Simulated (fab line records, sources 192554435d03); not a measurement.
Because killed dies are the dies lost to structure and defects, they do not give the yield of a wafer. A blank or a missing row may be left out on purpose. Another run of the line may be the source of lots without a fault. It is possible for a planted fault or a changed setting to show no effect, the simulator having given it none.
fab line records    flow n5_finfet
[record] lots = 10  wafers = 28  last_day = 17
route steps=1938 shown ZERO_LAYER@15 WELL_APT@48 PMOS_HMC_CHANNEL_EPI@65 BEOL_M4@1111 PASSIVATION@1936
lots that met no fault: from a run of the same line without faults
start_h: hours from the record's opening day to when the first of the lot's shown wafers began    wait_h: hours since the lot's step before    " identical to the entry in the row above    L1.1+2: one row covering several wafers at once    - no value present, or no start provided    * or withheld: withheld    < > ~ a bound
route shown NAME@n: names a module that has steps shown in the file, with the first one's number in the route    usual: the fault-free wafers' mean and standard deviation    same: alike in all rows    chamber/n: place in a boat    sites: each site's reading    _std_site: standard deviation of those values    _edge_site: inner sites' mean taken away from outer sites' mean    radius_mm: for every site, how far away it sits from the centre of the wafer    mask NAME#n: copy n    behind: the most recent tool/chamber to have shaped the wafer    hold: reason for holding the lot/hours on hold/outcome of the hold    device: transistor that didn't switch, given as n, p or np    end of line: the tests these same wafers got at the end of their route    a step with no rows: only its recipe    killed: dies lost to structure and defects at the first sort, not the wafer's yield    map: a wafer's dies, marking killed ones x, the rest . and places with no die _
set.NAME: the setting the step ran with; set.NAME@STEP: the setting that earlier step ran with    model.NAME: the simulator's own value behind a step, which no gauge read
one table for each step of the route and one row for each wafer, over a sample of lots
services: from which hour (start_h, from the record's first day; less than 0 if before it) a tool's chamber was out of use, for how many hours, and why
[[steps]]
[step N5_ZERO_LAYER_ETCH_17]
[recipe] chemistry = CF4  target = SiO2  target_depth_a = 120  time_s = 13.3  ion_energy_ev = 350  pressure_mtorr = 40  source_w = 450  bias_w = 215  Ar_flow_sccm = 100  cf4_flow_sccm = 100
[usual] cf4_flow_sccm = 99.97/0.28  drypump_motor_current_A = 5.5/0.41  oes_product_au = 0.77/0.06  rf_vpp_V = 947/4.4  showerhead_plenum_p_Torr = 2.12/0.072  throttle_valve_pct = 15.76/0.25
lot.wafer  tool         chamber  start_h  wait_h  cf4_flow_sccm  drypump_motor_current_A  oes_product_au  rf_hours_counter_h  rf_vpp_V  showerhead_plenum_p_Torr  throttle_valve_pct
L553.2     rie_diel-04  2        30.86    0.0     100.38         4.8                      0.70            238                 946       2.11                      15.81
L553.3     "            0        "        "       99.66          6.0                      0.86            74                  947       2.08                      15.60
L555.4     rie_diel-04  1        42.87    0.0     100.38         5.5                      0.70            220                 952       2.21                      16.24
L555.5     "            0        "        "       99.76          6.0                      0.86            -                   946       2.08                      15.62
L555.6     "            1        "        "       100.42         5.5                      0.70            -                   952       2.21                      16.24
L556.2     rie_diel-03  1        49.03    0.0     99.91          5.6                      0.75            149                 950       2.13                      15.47
L556.5     "            0        "        "       99.95          5.7                      0.78            -                   940       1.99                      15.62
L556.6     "            1        "        "       99.55          5.6                      0.74            -                   948       2.13                      15.47
L557.2     rie_diel-03  1        54.73    0.0     99.76          5.6                      0.75            151                 947       2.13                      15.49
L557.3     "            2        "        "       99.93          5.1                      0.77            134                 954       2.24                      15.82
L557.5     "            1        "        "       99.70          5.6                      0.75            -                   949       2.13                      15.49
L558.2     rie_diel-06  1        60.84    0.0     99.90          5.8                      0.81            122                 943       2.08                      15.88
L558.4     "            2        "        "       99.53          5.6                      0.72            165                 948       2.14                      15.70
L558.5     "            1        "        "       99.99          5.8                      0.81            -                   944       2.08                      15.89
L559.2     rie_diel-04  3        67.00    0.0     100.01         4.9                      0.75            166                 947       2.14                      15.82
L559.3     "            0        "        "       99.81          6.0                      0.84            85                  944       2.08                      15.62
L559.6     "            1        "        "       100.62         5.5                      0.70            -                   954       2.21                      16.26
L565.1     rie_diel-03  0        102.71   0.0     99.67          5.7                      0.76            120                 939       1.99                      15.66
L565.3     "            3        "        "       100.04         5.7                      0.77            127                 945       2.07                      16.01
L565.6     "            2        "        "       100.32         5.2                      0.75            -                   955       2.24                      15.85
L569.1     rie_diel-04  2        126.74   0.0     99.85          4.9                      0.93            13                  946       2.10                      15.35
L569.3     "            0        "        "       99.95          6.0                      0.82            104                 944       2.07                      15.65
L569.6     "            3        "        "       99.52          4.9                      0.73            -                   947       2.14                      15.87
L570.2     rie_diel-04  1        132.85   0.0     100.17         5.5                      0.67            249                 952       2.20                      16.30
L570.6     "            3        "        "       100.18         4.9                      0.73            -                   949       2.14                      15.86
L572.1     rie_diel-03  0        144.85   0.0     99.93          5.6                      0.74            133                 938       1.98                      15.70
L572.3     "            1        "        "       99.91          5.6                      0.73            176                 949       2.12                      15.53
L572.4     "            2        "        "       100.39         5.2                      0.74            162                 953       2.23                      15.89
[step N5_WELL_APT_IMPLANT_32]
[recipe] species = BF2  energy_kev = 50  dose_cm2 = 2e+13  tilt_deg = 0  rotation_deg = 0
[usual] beam_energy_keV = 50.000/0.02
lot.wafer  tool          chamber  start_h  wait_h  beam_energy_keV
L553.2     implanter-01  0        33.37    0.1     49.974
L553.3     "             0        "        "       49.988
L555.4     implanter-01  0        45.55    0.1     49.991
L555.5     "             0        "        "       49.983
L555.6     "             0        "        "       49.985
L556.2     implanter-02  0        51.87    0.1     49.994
L556.5     "             0        "        "       49.997
L556.6     "             0        "        "       49.995
L557.2     implanter-01  0        57.31    0.1     54.878
L557.3     "             0        "        "       54.918
L557.5     "             0        "        "       54.895
L558.2     implanter-02  0        63.44    0.1     49.988
L558.4     "             0        "        "       49.995
L558.5     "             0        "        "       49.980
L559.2     implanter-01  0        69.64    0.1     54.914
L559.3     "             0        "        "       54.928
L559.6     "             0        "        "       54.910
L565.1     implanter-02  0        105.18   0.1     49.999
L565.3     "             0        "        "       50.005
L565.6     "             0        "        "       50.041
L569.1     implanter-02  0        129.33   0.1     49.971
L569.3     "             0        "        "       49.985
L569.6     "             0        "        "       49.986
L570.2     implanter-02  0        135.39   0.1     50.042
L570.6     "             0        "        "       49.997
L572.1     implanter-01  0        149.34   0.1     49.994
L572.3     "             0        "        "       49.979
L572.4     "             0        "        "       49.999
[step N5_WELL_APT_RTA_34]
[recipe] temp_c = 1000  time_s = 10  ambient = N2  idle_temp_c = 600  ramp_up_c_per_s = 150  ramp_down_c_per_s = 60  cool_to_c = 600
[usual] lamp_power_pct = 13.00/0.059  wafer_temp_C_max = 1003.6/1
lot.wafer  tool           chamber  start_h  wait_h  lamp_power_pct  wafer_temp_C_max
L553.2     rtp_anneal-01  0        33.87    0.0     12.93           1003.6
L553.3     "              0        "        "       13.07           1003.7
L555.4     rtp_anneal-02  0        46.02    0.1     12.95           1005.2
L555.5     "              0        "        "       13.07           1004.6
L555.6     "              0        "        "       13.00           1004.3
L556.2     rtp_anneal-02  0        52.35    0.0     13.06           1003.9
L556.5     "              0        "        "       12.93           1001.8
L556.6     "              0        "        "       13.02           1002.3
L557.2     rtp_anneal-02  0        58.01    0.3     12.91           1004.1
L557.3     "              0        "        "       13.08           1004.4
L557.5     "              0        "        "       13.00           1003.2
L558.2     rtp_anneal-01  0        64.01    0.1     13.02           1002.2
L558.4     "              0        "        "       12.97           1004.0
L558.5     "              0        "        "       12.98           1002.9
L559.2     rtp_anneal-01  0        70.36    0.0     13.05           1004.4
L559.3     "              0        "        "       12.96           1004.0
L559.6     "              0        "        "       12.96           1002.2
L565.1     rtp_anneal-02  0        105.67   0.0     12.86           1003.6
L565.3     "              0        "        "       12.98           1001.9
L565.6     "              0        "        "       13.00           1003.4
L569.1     rtp_anneal-01  0        130.07   0.3     13.08           1002.0
L569.3     "              0        "        "       12.94           1003.5
L569.6     "              0        "        "       12.94           1004.9
L570.2     rtp_anneal-01  0        135.87   0.0     13.02           1004.0
L570.6     "              0        "        "       13.01           1003.8
L572.1     rtp_anneal-02  0        149.82   0.0     13.08           1001.9
L572.3     "              0        "        "       13.08           1003.1
L572.4     "              0        "        "       12.93           1002.8
[step N5_PMOS_HMC_CHANNEL_EPI_CD_MEAS_09]
[recipe] target_cd_nm = 237.4  landing_energy_ev = 500  detector = se_inlens
[usual] cd_nm = 238.2/0.93
lot.wafer  tool       chamber  start_h  wait_h  cd_nm
L553.2     cd_sem-01  0        35.39    -       239.9
L553.3     "          0        "        "       240.1
L555.4     cd_sem-01  0        47.48    -       239.4
L555.5     "          0        "        "       238.4
L555.6     "          0        "        "       240.8
L556.2     cd_sem-03  0        53.86    -       238.4
L556.5     "          0        "        "       237.8
L556.6     "          0        "        "       237.7
L557.2     cd_sem-01  0        59.51    -       238.1
L557.3     "          0        "        "       238.7
L557.5     "          0        "        "       237.2
L558.2     cd_sem-01  0        65.51    -       237.0
L558.4     "          0        "        "       236.9
L558.5     "          0        "        "       237.4
L559.2     cd_sem-01  0        72.62    -       236.9
L559.3     "          0        "        "       237.9
L559.6     "          0        "        "       238.6
L565.1     cd_sem-01  0        106.98   -       239.9
L565.3     "          0        "        "       238.3
L565.6     "          0        "        "       239.0
L569.1     cd_sem-03  0        131.47   -       239.0
L569.3     "          0        "        "       239.1
L569.6     "          0        "        "       238.7
L570.2     cd_sem-03  0        137.18   -       238.7
L570.6     "          0        "        "       240.3
L572.1     cd_sem-03  0        151.14   -       238.1
L572.3     "          0        "        "       237.5
L572.4     "          0        "        "       238.4
[step N5_BEOL_M4_RC_MEAS_101]
[usual] CJ_N = 4.32/0.074  DIBL_N = 35.9/1.7  DIBL_P = 35.8/2.2  IOFF_N = 0.15/0.03  IOFF_P = 0.21/0.036  ION_N = 674/12  ION_P = 463/7.2  RS_PWELL = 3009/25  SS_N = 71.3/0.59  SS_P = 73.1/0.69  VT_N = 250/3  VT_P = -251/3.2
lot.wafer  tool       chamber  start_h  wait_h  CJ_N  DIBL_N[mV/V]  DIBL_P[mV/V]  IOFF_N[nA/um]  IOFF_P[nA/um]  ION_N[uA/um]  ION_P[uA/um]  RS_PWELL[ohm/sq]  SS_N[mV/dec]  SS_P[mV/dec]  VT_N[mV]  VT_P[mV]
L553.2     prober-01  0        184.27   0.2     4.38  38.9          36.7          0.20           0.23           691           467           2973              71.1          73.1          247       -247
L553.3     "          0        "        "       4.31  37.9          36.7          0.19           0.25           670           462           2962              71.4          72.5          245       -246
L555.4     prober-02  0        186.36   0.5     4.31  34.0          33.5          0.12           0.19           662           460           3020              70.9          72.6          253       -251
L555.5     "          0        "        "       4.36  36.1          35.7          0.16           0.22           679           470           3018              70.9          72.7          248       -248
L555.6     "          0        "        "       4.26  35.6          35.3          0.13           0.20           662           464           3019              70.7          72.9          252       -249
L556.2     prober-02  0        210.04   0.2     4.19  36.5          36.2          0.16           0.21           676           465           2973              71.3          72.6          249       -251
L556.5     "          0        "        "       4.27  37.8          37.1          0.18           0.23           693           464           2989              71.6          72.4          246       -248
L556.6     "          0        "        "       4.32  38.6          38.2          0.20           0.25           684           471           2996              72.5          73.0          246       -247
L557.2     prober-02  0        216.58   0.2     4.05  38.5          39.9          0.21           0.26           694           472           2928              72.2          73.9          245       -249
L557.3     "          0        "        "       3.98  38.5          39.9          0.22           0.27           684           473           2942              71.9          74.4          247       -249
L557.5     "          0        "        "       4.03  38.3          38.8          0.20           0.23           678           461           2933              71.5          73.3          248       -249
L558.2     prober-01  0        229.99   0.2     4.32  35.7          37.4          0.15           0.20           675           467           3026              71.2          73.1          250       -252
L558.4     "          0        "        "       4.41  35.9          36.5          0.14           0.21           675           467           3036              71.5          73.0          254       -249
L558.5     "          0        "        "       4.28  35.3          37.5          0.15           0.22           685           474           3031              71.3          72.5          249       -252
L559.2     prober-02  0        237.47   0.2     3.96  35.8          36.3          0.17           0.18           689           465           2949              71.5          73.7          247       -252
L559.3     "          0        "        "       4.00  33.2          33.1          0.12           0.14           658           447           2931              70.6          72.7          250       -258
L559.6     "          0        "        "       4.02  35.7          35.3          0.16           0.17           685           457           2966              70.9          73.5          248       -256
L565.1     prober-01  0        268.79   0.0     4.22  35.3          38.2          0.16           0.22           668           457           3030              71.4          74.3          250       -250
L565.3     "          0        "        "       4.32  34.1          35.7          0.14           0.18           680           469           3081              71.1          73.4          249       -251
L565.6     "          0        "        "       4.33  37.2          39.6          0.20           0.25           685           466           3043              72.2          74.7          245       -250
L569.1     prober-01  0        292.19   0.0     4.20  33.5          33.8          0.13           0.19           670           464           3000              70.4          72.4          250       -248
L569.3     "          0        "        "       4.28  32.6          31.7          0.11           0.17           645           447           2986              70.0          72.1          252       -251
L569.6     "          0        "        "       4.43  36.3          35.8          0.17           0.22           681           468           2974              71.0          73.4          251       -248
L570.2     prober-02  0        293.08   0.2     4.29  37.1          36.8          0.17           0.25           679           472           3011              71.1          73.1          249       -246
L570.6     "          0        "        "       4.32  35.7          35.6          0.15           0.22           677           464           2985              71.6          73.1          249       -248
L572.1     prober-02  0        310.02   0.0     4.30  35.8          36.1          0.15           0.21           673           461           3047              71.4          73.9          248       -251
L572.3     "          0        "        "       4.28  37.6          38.6          0.19           0.25           686           467           3025              72.0          74.6          246       -249
L572.4     "          0        "        "       4.34  34.1          33.2          0.12           0.16           665           455           3040              70.5          72.6          255       -251
[step N5_PASSIVATION_PROBE_49]
[usual] defect_limited_yield = 91.0/1.5  killed_at_M0_to_M3 = 35/12  killed_at_M4_up = 15/5.8  killed_at_contacts = 14/7.2  killed_at_front_end = 40/10  killed_at_other = 3/3  killed_dies = 106/18  killed_open = 68/14  killed_short = 35/7.2  sort_bin_5_function = 5.2/0.96  sort_bin_6_memory = 3.3/0.69  sort_bin_8_speed = 0.00/0.022  sort_n_pass = 1074/18  sort_yield_pct = 91.0/1.5
[same] gross_dies = 1180  killed_at_back_side = 0  sort_bin_4_leakage[%] = 0
lot.wafer  tool       chamber  start_h  wait_h  defect_limited_yield[%]  killed_at_M0_to_M3  killed_at_M4_up  killed_at_contacts  killed_at_front_end  killed_at_other  killed_dies  killed_open  killed_short  sort_bin_5_function[%]  sort_bin_6_memory[%]  sort_bin_8_speed[%]  sort_n_pass  sort_yield_pct[%]
L553.2     prober-02  -        281.14   0.1     90.9                     42                  11               9                   42                   3                107          76           30            5.3                     3.4                   0                    1073         90.9
L553.3     prober-02  -        281.19   0.1     91.3                     35                  11               11                  40                   6                103          73           28            5.6                     3.1                   0                    1077         91.3
L555.4     prober-01  -        293.27   0.3     90.5                     47                  8                17                  38                   2                112          64           40            5.2                     3.2                   0                    1068         90.5
L555.5     prober-01  -        293.32   0.3     89.8                     47                  5                23                  44                   1                120          66           42            5.0                     3.8                   0                    1060         89.8
L555.6     prober-01  -        293.37   0.4     89.9                     61                  7                9                   37                   5                119          65           50            5.4                     4.3                   0                    1061         89.9
L556.2     prober-01  -        308.31   0.1     88.3                     69                  15               19                  33                   2                138          89           47            6.9                     3.9                   0                    1042         88.3
L556.5     prober-01  -        308.46   0.2     89.9                     41                  23               23                  32                   0                119          85           32            6.5                     3.6                   0                    1061         89.9
L556.6     prober-01  -        308.51   0.3     89.8                     44                  27               13                  36                   0                120          80           36            5.6                     3.8                   0                    1060         89.8
L557.2     prober-01  -        315.33   0.1     92.3                     33                  8                10                  28                   12               91           48           40            4.2                     3.3                   0                    1089         92.3
L557.3     prober-01  -        315.38   0.1     93.5                     26                  14               3                   33                   1                77           49           26            3.9                     2.5                   0                    1103         93.5
L557.5     prober-01  -        315.48   0.2     92.8                     33                  12               7                   31                   2                85           46           36            4.1                     2.5                   0                    1095         92.8
L558.2     prober-02  -        335.48   0.1     90.3                     37                  16               12                  49                   1                115          76           35            6.4                     3.0                   0                    1065         90.3
L558.4     prober-02  -        335.58   0.2     88.9                     46                  25               33                  18                   9                131          96           33            7.0                     3.8                   0                    1049         88.9
L558.5     prober-02  -        335.63   0.2     89.5                     40                  24               23                  36                   1                124          80           35            5.8                     4.2                   0                    1056         89.5
L559.2     prober-02  -        343.62   0.1     89.8                     37                  13               28                  36                   6                120          83           32            6.6                     3.6                   0                    1060         89.8
L559.3     prober-02  -        343.67   0.1     88.1                     46                  29               18                  43                   4                140          96           38            6.5                     4.5                   0                    1040         88.1
L559.6     prober-02  -        343.82   0.3     88.4                     51                  19               17                  48                   2                137          96           38            6.4                     4.6                   0                    1043         88.4
L565.1     prober-02  -        365.10   0.5     89.0                     38                  29               15                  42                   6                130          78           49            6.4                     4.4                   0                    1050         89.0
L565.3     prober-02  -        365.20   0.6     88.4                     62                  18               12                  42                   3                137          94           43            6.3                     5.0                   0                    1043         88.4
L565.6     prober-02  -        365.35   0.8     88.8                     57                  23               6                   43                   3                132          80           51            6.3                     4.4                   0                    1048         88.8
L569.1     prober-02  -        385.75   0.0     89.5                     37                  26               19                  38                   4                124          80           41            6.4                     4.0                   0                    1056         89.5
L569.3     prober-02  -        385.85   0.1     90.3                     36                  14               17                  47                   0                114          68           40            5.5                     3.1                   0.25                 1063         90.1
L569.6     prober-02  -        386.00   0.3     89.7                     39                  21               10                  51                   0                121          85           28            5.3                     4.2                   0                    1059         89.7
L570.2     prober-02  -        391.57   0.1     88.5                     56                  13               13                  47                   7                136          88           42            6.0                     4.7                   0                    1044         88.5
L570.6     prober-02  -        391.77   0.3     91.3                     33                  13               13                  37                   7                103          67           36            5.8                     2.5                   0                    1077         91.3
L572.1     prober-02  -        413.96   0.3     89.7                     31                  19               17                  52                   2                121          82           38            6.2                     3.7                   0                    1059         89.7
L572.3     prober-02  -        414.06   0.4     91.1                     14                  21               20                  45                   5                105          67           34            5.3                     3.1                   0                    1075         91.1
L572.4     prober-02  -        414.11   0.5     89.4                     26                  13               30                  51                   5                125          83           40            5.8                     4.3                   0                    1055         89.4
// killed by level:class
L553.2 BEOL_M3:geometric_particle:open=10 STI_FIN_REVEAL:geometric_particle:open=8 MOL_CONTACT_COAG:geometric_particle:open=8 BEOL_M0_SAQP:geometric_particle:open=8 BEOL_M2:geometric_particle:open=7 BEOL_M0_SAQP:geometric_particle:short=7 STARTING-WAFER:geometric_particle:open=7 FIN_SAQP:geometric_particle:open=6
L553.3 FIN_SAQP:geometric_particle:open=12 MOL_CONTACT_COAG:geometric_particle:open=9 BEOL_M0_SAQP:geometric_particle:open=8 DUMMY_GATE:geometric_particle:open=8 BEOL_M2:geometric_particle:open=7 BEOL_M0_SAQP:geometric_particle:short=6 BEOL_M3:geometric_particle:open=6 GATE_CUT:geometric_particle:short=5
L555.4 BEOL_M0_SAQP:geometric_particle:open=16 BEOL_M0_SAQP:geometric_particle:short=15 MOL_CONTACT_COAG:geometric_particle:open=12 FIN_SAQP:geometric_particle:open=7 HKMG_FIN:area_etch=7 FIN_SAQP:geometric_particle:short=6 MOL_CONTACT_COAG:geometric_particle:short=5 STARTING-WAFER:geometric_particle:open=5
L555.5 MOL_CONTACT_COAG:geometric_particle:open=20 BEOL_M0_SAQP:geometric_particle:open=17 BEOL_M0_SAQP:geometric_particle:short=17 HKMG_FIN:area_etch=9 DUMMY_GATE:geometric_particle:open=6 FIN_SAQP:geometric_particle:open=5 DUMMY_GATE:geometric_particle:short=5 FIN_SAQP:geometric_particle:short=4
L555.6 BEOL_M0_SAQP:geometric_particle:open=17 BEOL_M0_SAQP:geometric_particle:short=13 FIN_SAQP:geometric_particle:short=9 BEOL_M2:geometric_particle:open=9 MOL_CONTACT_COAG:geometric_particle:open=7 BEOL_M1:geometric_particle:open=7 ILD0:geometric_particle:short=5 BEOL_M2:geometric_particle:short=5
L556.2 BEOL_M0_SAQP:geometric_particle:open=16 MOL_CONTACT_COAG:geometric_particle:open=16 BEOL_M0_SAQP:geometric_particle:short=15 BEOL_M2:geometric_particle:open=13 FIN_SAQP:geometric_particle:short=8 DUMMY_GATE:geometric_particle:open=8 BEOL_M3:geometric_particle:open=8 BEOL_M1:geometric_particle:open=7
L556.5 MOL_CONTACT_COAG:geometric_particle:open=18 BEOL_M4:geometric_particle:open=12 STI_FIN_REVEAL:geometric_particle:open=9 BEOL_M1:geometric_particle:open=9 BEOL_M2:geometric_particle:open=9 BEOL_M0_SAQP:geometric_particle:open=8 FIN_SAQP:geometric_particle:open=6 BEOL_M0_SAQP:geometric_particle:short=6
L556.6 BEOL_M4:geometric_particle:open=14 MOL_CONTACT_COAG:geometric_particle:open=13 BEOL_M0_SAQP:geometric_particle:open=13 STI_FIN_REVEAL:geometric_particle:open=11 BEOL_M0_SAQP:geometric_particle:short=8 BEOL_M1:geometric_particle:open=6 STI_FIN_REVEAL:geometric_particle:short=5 BEOL_M4:geometric_particle:short=5
L557.2 BEOL_M0_SAQP:geometric_particle:short=10 STI_FIN_REVEAL:geometric_particle:open=9 FIN_SAQP:geometric_particle:open=6 MOL_CONTACT_COAG:geometric_particle:open=6 PASS1_CAP:geometric_particle:short=6 BEOL_M3:geometric_particle:short=5 MOL_CONTACT_COAG:geometric_particle:short=4 BEOL_M0_SAQP:geometric_particle:open=4
L557.3 BEOL_M2:geometric_particle:open=7 FIN_SAQP:geometric_particle:short=6 BEOL_M0_SAQP:geometric_particle:open=6 BEOL_M0_SAQP:geometric_particle:short=6 STI_FIN_REVEAL:geometric_particle:open=5 STI_FIN_REVEAL:geometric_particle:short=5 BEOL_M4:geometric_particle:open=4 DUMMY_GATE:geometric_particle:open=3
L557.5 BEOL_M0_SAQP:geometric_particle:short=11 MOL_CONTACT_COAG:geometric_particle:open=7 BEOL_M1:geometric_particle:short=7 BEOL_M1:geometric_particle:open=6 BEOL_M5:geometric_particle:open=5 FIN_SAQP:geometric_particle:open=4 DUMMY_GATE:geometric_particle:open=4 BEOL_M0_SAQP:geometric_particle:open=4
L558.2 FIN_SAQP:geometric_particle:open=20 MOL_CONTACT_COAG:geometric_particle:open=11 BEOL_M3:geometric_particle:open=11 BEOL_M0_SAQP:geometric_particle:short=8 FIN_SAQP:geometric_particle:short=7 BEOL_M4:geometric_particle:open=6 STI_FIN_REVEAL:geometric_particle:open=5 DUMMY_GATE:geometric_particle:open=4
L558.4 MOL_CONTACT_COAG:geometric_particle:open=26 BEOL_M3:geometric_particle:open=14 BEOL_M4:geometric_particle:open=13 BEOL_M1:geometric_particle:open=9 BEOL_M2:geometric_particle:open=9 DUMMY_GATE:geometric_particle:open=8 MOL_CONTACT_COAG:geometric_particle:short=7 BEOL_M2:geometric_particle:short=4
L558.5 MOL_CONTACT_COAG:geometric_particle:open=20 BEOL_M3:geometric_particle:open=11 BEOL_M4:geometric_particle:open=9 BEOL_M0_SAQP:geometric_particle:open=8 BEOL_M4:geometric_particle:short=8 HKMG_FIN:area_etch=6 DUMMY_GATE:geometric_particle:open=5 GATE_CUT:geometric_particle:short=5
L559.2 MOL_CONTACT_COAG:geometric_particle:open=25 BEOL_M2:geometric_particle:open=10 STI_FIN_REVEAL:geometric_particle:open=9 FIN_SAQP:geometric_particle:short=8 BEOL_M0_SAQP:geometric_particle:open=7 STARTING-WAFER:geometric_particle:open=5 FIN_SAQP:geometric_particle:open=4 BEOL_M0_SAQP:geometric_particle:short=4
L559.3 STI_FIN_REVEAL:geometric_particle:open=20 BEOL_M3:geometric_particle:open=14 MOL_CONTACT_COAG:geometric_particle:open=14 BEOL_M4:geometric_particle:open=11 BEOL_M2:geometric_particle:open=11 BEOL_M3:geometric_particle:short=9 BEOL_M8:geometric_particle:open=6 GATE_CUT:geometric_particle:short=4
L559.6 MOL_CONTACT_COAG:geometric_particle:open=16 FIN_SAQP:geometric_particle:open=13 FIN_SAQP:geometric_particle:short=10 BEOL_M1:geometric_particle:open=8 BEOL_M0_SAQP:geometric_particle:open=8 BEOL_M0:geometric_particle:open=8 STI_FIN_REVEAL:geometric_particle:open=7 BEOL_M3:geometric_particle:short=7
L565.1 BEOL_M4:geometric_particle:open=15 MOL_CONTACT_COAG:geometric_particle:open=11 FIN_SAQP:geometric_particle:open=10 FIN_SAQP:geometric_particle:short=8 BEOL_M2:geometric_particle:short=8 BEOL_M2:geometric_particle:open=7 BEOL_M4:geometric_particle:short=6 BEOL_M0_SAQP:geometric_particle:open=5
L565.3 BEOL_M2:geometric_particle:open=17 BEOL_M0_SAQP:geometric_particle:short=13 FIN_SAQP:geometric_particle:open=12 BEOL_M0_SAQP:geometric_particle:open=11 BEOL_M3:geometric_particle:open=9 MOL_CONTACT_COAG:geometric_particle:open=7 FIN_SAQP:geometric_particle:short=6 BEOL_M2:geometric_particle:short=6
L565.6 BEOL_M0_SAQP:geometric_particle:short=19 FIN_SAQP:geometric_particle:open=15 BEOL_M4:geometric_particle:open=14 BEOL_M2:geometric_particle:open=12 FIN_SAQP:geometric_particle:short=11 BEOL_M0_SAQP:geometric_particle:open=9 BEOL_M1:geometric_particle:open=7 MOL_CONTACT_COAG:geometric_particle:open=4
L569.1 MOL_CONTACT_COAG:geometric_particle:open=12 BEOL_M4:geometric_particle:open=12 FIN_SAQP:geometric_particle:short=9 FIN_SAQP:geometric_particle:open=9 BEOL_M3:geometric_particle:open=8 MOL_CONTACT_COAG:geometric_particle:short=7 BEOL_M2:geometric_particle:open=7 STI_FIN_REVEAL:geometric_particle:open=6
L569.3 MOL_CONTACT_COAG:geometric_particle:open=16 BEOL_M0_SAQP:geometric_particle:short=14 FIN_SAQP:geometric_particle:short=10 FIN_SAQP:geometric_particle:open=10 BEOL_M2:geometric_particle:open=10 GATE_CUT:geometric_particle:short=9 STI_FIN_REVEAL:geometric_particle:open=7 BEOL_M4:geometric_particle:open=6
L569.6 FIN_SAQP:geometric_particle:open=21 BEOL_M4:geometric_particle:open=15 BEOL_M2:geometric_particle:open=10 STI_FIN_REVEAL:geometric_particle:open=8 MOL_CONTACT_COAG:geometric_particle:open=8 BEOL_M0_SAQP:geometric_particle:open=8 BEOL_M0_SAQP:geometric_particle:short=8 FIN_SAQP:geometric_particle:short=7
L570.2 BEOL_M2:geometric_particle:open=12 MOL_CONTACT_COAG:geometric_particle:open=10 STI_FIN_REVEAL:geometric_particle:open=8 ILD0:geometric_particle:open=8 BEOL_M0_SAQP:geometric_particle:short=8 BEOL_M1:geometric_particle:open=8 BEOL_M3:geometric_particle:open=6 BEOL_M4:geometric_particle:open=6
L570.6 MOL_CONTACT_COAG:geometric_particle:open=12 GATE_CUT:geometric_particle:short=10 STI_FIN_REVEAL:geometric_particle:open=8 BEOL_M1:geometric_particle:open=7 GATE_CUT:geometric_particle:open=6 BEOL_M2:geometric_particle:open=6 BEOL_M0_SAQP:geometric_particle:short=5 BEOL_M0_SAQP:geometric_particle:open=4
L572.1 MOL_CONTACT_COAG:geometric_particle:open=16 STI_FIN_REVEAL:geometric_particle:open=12 BEOL_M0_SAQP:geometric_particle:short=10 FIN_SAQP:geometric_particle:open=9 FIN_SAQP:geometric_particle:short=9 BEOL_M0_SAQP:geometric_particle:open=9 DUMMY_GATE:geometric_particle:open=5 STARTING-WAFER:geometric_particle:open=5
L572.3 MOL_CONTACT_COAG:geometric_particle:open=17 STI_FIN_REVEAL:geometric_particle:open=15 BEOL_M4:geometric_particle:open=11 BEOL_M4:geometric_particle:short=5 FIN_SAQP:geometric_particle:open=4 STI_FIN_REVEAL:geometric_particle:short=4 GATE_CUT:geometric_particle:short=4 BEOL_M0_SAQP:geometric_particle:short=4
L572.4 MOL_CONTACT_COAG:geometric_particle:open=20 STI_FIN_REVEAL:geometric_particle:open=16 BEOL_M0_SAQP:geometric_particle:open=12 MOL_CONTACT_COAG:geometric_particle:short=10 BEOL_M0_SAQP:geometric_particle:short=8 BEOL_M4:geometric_particle:open=7 FIN_SAQP:geometric_particle:open=5 DUMMY_GATE:geometric_particle:open=5
[[services]]
tool           chamber  start_h  hours  kind
implanter-01   -        24.41    1.7    repair
rie_diel-03    2        35.40    2.9    repair
rtp_anneal-02  -        39.46    5.1    pm
rie_diel-03    3        47.03    9.6    repair
rie_diel-04    3        51.94    10.1   repair
rie_diel-04    2        66.67    -      clean
rie_diel-04    2        66.67    -      consumable_replace:focus_ring
rie_diel-04    2        66.67    14.4   scheduled_down
rie_diel-04    2        66.67    14.4   vent_cycle
rie_diel-03    1        101.96   13.8   repair
implanter-01   -        123.96   3.3    pm
rie_diel-06    3        124.83   -      clean
rie_diel-06    3        124.83   -      consumable_replace:focus_ring
rie_diel-06    3        124.83   16.8   scheduled_down
rie_diel-06    3        124.83   16.8   vent_cycle
rie_diel-04    3        133.22   25.4   repair
[[key]]
[first_sign] step = N5_WELL_APT_IMPLANT_32  reading = beam_energy_keV  direction = up  sigmas = 99+  usual = 50.000  struck = 54.907
[effect] step = N5_BEOL_M4_RC_MEAS_101  reading = CJ_N  direction = down  sigmas = 4.3  usual = 4.32  struck = 4.01
[effect] step = N5_BEOL_M4_RC_MEAS_101  reading = RS_PWELL  direction = down  sigmas = 2.7  usual = 3009  struck = 2941
met_at N5_WELL_APT_IMPLANT_32
struck_lots L557,L559
not_acting_at N5_ZERO_LAYER_ETCH_17,N5_WELL_APT_RTA_34,N5_PMOS_HMC_CHANNEL_EPI_CD_MEAS_09
onset_between 45.55 57.31
[fault] kind = process_parameter_drift  tool = implanter-01  chamber = -  onset_h = 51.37  steps = N5_WELL_APT_IMPLANT_32  channel = energy_kev  offset = 4.8969  shape = step  end_h = 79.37  acts_in = these_recipes_only  stated = 50
